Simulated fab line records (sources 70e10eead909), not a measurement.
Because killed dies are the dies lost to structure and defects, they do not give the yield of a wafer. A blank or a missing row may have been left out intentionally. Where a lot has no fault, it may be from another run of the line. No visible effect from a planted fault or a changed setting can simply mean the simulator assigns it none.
A struck lot beside a sound one | flow nand_harc | 18 steps out of a route of 1159
Sound: the wafers L765.1, L765.2, L765.3. Struck: wafers L781.3, L781.6 (left out: L781.2, a lot-mate that was not struck); the cause follows at the end.
Order at every step that has rows: each side's tool, ch and its chambers, its first start. Under that, the readings that differ: sound wafers | struck wafers | difference of the means | sigmas: that difference in standard deviations of wafers without a fault.
alike: readings with means less than 2 such deviations apart, plus words and numbers identical on both sides. not compared: withheld readings, readings lacking a value on some wafer, bounds such as >300 that could conceal the same value, and numbers that have no deviation in the record and whose values overlap.
Wherever a step has rows on one side only, a row that says differs or no value, or a row with sigmas, the two part there. Non-overlapping numbers with no deviation appear without sigmas and do not part them. A reading missing from all wafers of one side parts the sides only when that side holds two or more wafers.

first, 1 step without rows for these wafers: NHARC_P_M2_ETCH_35 (etches the open film in N2/H2, target depth 40 nm, overetch 12 nm, time 43.94 s).
NHARC_P_M2_ETCH_15: etches the open film in C4F8/Ar, target depth 182.5 nm, time 91.2 s.
  sound: rie_diel-03 ch 0,1,3; struck: rie_diel-07 ch 1,3
  alike: oes_product_au, rf_vpp_V
  not compared: rf_hours_counter_h
NHARC_P_M2_CD_MEAS_16:
  sound on cd_sem-01 at day 6 07:18; struck on cd_sem-01 at day 9 23:34
  alike: cd_nm
NHARC_P_M2_STRIP_18: strips in N2/H2.
  sound on rie_diel-07 ch 0,1,2, day 6 07:24; struck on rie_diel-07 ch 1,2, day 9 23:39
  alike: drypump_motor_current_A, oes_product_au, power_w, rf_vpp_V, showerhead_plenum_p_Torr, throttle_valve_pct
  not compared: rf_hours_counter_h
then, 5 steps without rows for these wafers: NHARC_P_M2_ETCH_28 (etches the open film in CF4/N2, target depth 30 nm, time 72.99 s); NHARC_P_M2_STRIP_19 (strips in post etch residue remover, time 600 s); NHARC_P_M2_DEGAS_29 (time 60 s); NHARC_P_M2_PRE_CLEAN_30 (time 30 s); NHARC_P_M2_PVD_20 (deposits TaN, target thk 5 nm, time 8.06 s).
NHARC_P_M2_PVD_21: deposits Cu, target thk 30 nm, time 20.49 s.
  sound on pvd_sputter-01; struck on pvd_sputter-03
  alike: cathode_dc_power_W, throttle_valve_pct
then, 1 step without rows for these wafers: NHARC_P_M2_ECD_22 (material Cu, target thk 400 nm).
NHARC_P_M2_ANNEAL_31: time 90 s.
  sound on rtp_anneal-02 ch 0, day 6 08:46; struck on rtp_anneal-02 ch 0, day 10 01:08
  alike: wafer_temp_C_max
NHARC_P_M2_CMP_23: polishes, t overpolish 20 s, target thk 144.3 nm.
  sound on cmp-03 ch 0,2,3, day 6 09:07; struck on cmp-03 ch 2, day 10 01:27
  reading                | sound          | struck    | difference | sigmas
  time_to_endpoint_s (s) | 28.6 28.8 27.5 | 37.1 37.2 | +8.9       | +4
  alike: edge_zone_pressure_frac, motor_current_A
NHARC_P_M2_THK_MEAS_24: measures by xrf.
  sound on film_metro-02 at day 6 09:26; struck on film_metro-01 at day 10 01:44
  reading     | sound             | struck      | difference | sigmas
  thk_nm (nm) | 146.0 144.3 146.3 | 151.3 148.7 | +4.5       | +3
next, for these wafers, 1 step has no rows: NHARC_P_M2_SRD_25.
NHARC_P_M2_INSPECT_27:
  sound on defect_inspect-01 at day 6 09:37; struck on defect_inspect-02 at day 10 01:53
  reading          | sound       | struck    | difference | sigmas
  raw_defect_count | 306 167 209 | 4522 4690 | +4379      | +31
NHARC_P_M2_PRE_CLEAN_32: time 12 s.
  sound on pecvd-04 ch 0,1,2, day 6 09:40; struck on pecvd-02 ch 0,1, day 10 01:58
  alike: heater_power_w
-- jump in the record: it breaks off in module P_M2 and resumes in module END (first step shown: number 1159 of the route), and 13 days separate the struck wafers' starts before and after --
NHARC_END_SORT_01:
  sound on prober-01 ch 0, day 20 01:09; struck on prober-02 ch 0, day 23 13:12
  reading                  | sound          | struck      | difference | sigmas
  defect_limited_yield (%) | 95.6 97.8 97.0 | 0 0         | -97        | -65
  killed_at_other          | 1 0 0          | 2 2         | +2         | +2
  killed_at_periphery      | 4 2 3          | 648 649     | +646       | +99 or more
  killed_dies              | 30 15 20       | 677 677     | +655       | +66
  sort_bin_3_pct (%)       | 0.44 0.15 0    | 96.01 96.01 | +95.81     | +99 or more
  sort_n_pass              | 647 662 657    | 0 0         | -655       | -66
  sort_rim_yield_pct (%)   | 98.1 97.2 94.3 | 0 0         | -97        | -32
  sort_yield_pct (%)       | 95.6 97.8 97.0 | 0 0         | -97        | -65
  alike: killed_at_array, killed_open, killed_short, sort_bin_2_pct, sort_bin_4_pct

## WHERE THEY PART
First at NHARC_P_M2_CMP_23; last, within this record, at NHARC_END_SORT_01.

WHY: the cause the simulator had injected
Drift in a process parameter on cmp-03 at NHARC_P_M2_CMP_23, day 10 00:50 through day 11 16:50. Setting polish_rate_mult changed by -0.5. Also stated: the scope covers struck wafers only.
